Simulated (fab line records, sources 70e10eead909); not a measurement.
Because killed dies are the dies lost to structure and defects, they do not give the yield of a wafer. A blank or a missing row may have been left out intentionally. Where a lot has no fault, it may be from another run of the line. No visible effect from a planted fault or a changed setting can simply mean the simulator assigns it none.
Chamber matching | flow nand-harc | pecvd-04 running NHARC_P_M2_PRE_CLEAN_32: 3 sister chambers
The step time 12 s. 14 wafers are shown with their chamber, then 7 later ones without.

## WAFERS PAIRED WITH THEIR CHAMBERS
wafer  | chamber | heater-power-w (W)
L079.1 | 2       | 771
L079.4 | 2       | 792
L079.6 | 0       | 673
L083.3 | 0       | 660
L083.4 | 1       | 552
L083.5 | 2       | 660
L085.1 | 1       | 506
L085.3 | 0       | 712
L085.6 | 2       | 780
L086.1 | 0       | 725
L086.2 | 2       | 723
L086.5 | 2       | 713
L091.2 | 1       | 591
L091.4 | 0       | 718

SIGNATURES, as means of the wafers listed above
reading        | chamber 0 | chamber 1 | chamber 2 | scatter within a chamber
heater-power-w | 697.60    | 549.67    | 739.83    | 42.3
Rule: for a wafer and a chamber, the distance is found by dividing, reading by reading, the gap between the wafer's reading and the chamber's mean by the reading's scatter, squaring, summing and taking the root. The wafer belongs to the nearest chamber; if the next one is less than 2 further off, it can't be placed. How the scatter is found: for the shown wafers, subtract from each reading the mean of its chamber, square and add these, divide the total by (wafers less chambers), then take the root.

## WAFERS WITHOUT THEIR CHAMBER
wafer  | heater-power-w (W)
L091.5 | 570
L092.2 | 704
L092.3 | 799
L092.4 | 708
L092.1 | 537
L092.5 | 549
L092.6 | 780

## THE CHAMBER EACH PASSED THROUGH
wafer  | from the rows above     | in truth
L091.5 | 1                       | 1
L092.2 | can't be placed: 0 or 2 | 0
L092.3 | can't be placed: 2 or 0 | 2
L092.4 | can't be placed: 0 or 2 | 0
L092.1 | 1                       | 1
L092.5 | 1                       | 1
L092.6 | can't be placed: 2 or 0 | 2
3 of 7 placed correctly. Not placeable from these rows: 4 (in 4, the candidates include the true chamber). Wrongly placed: 0.
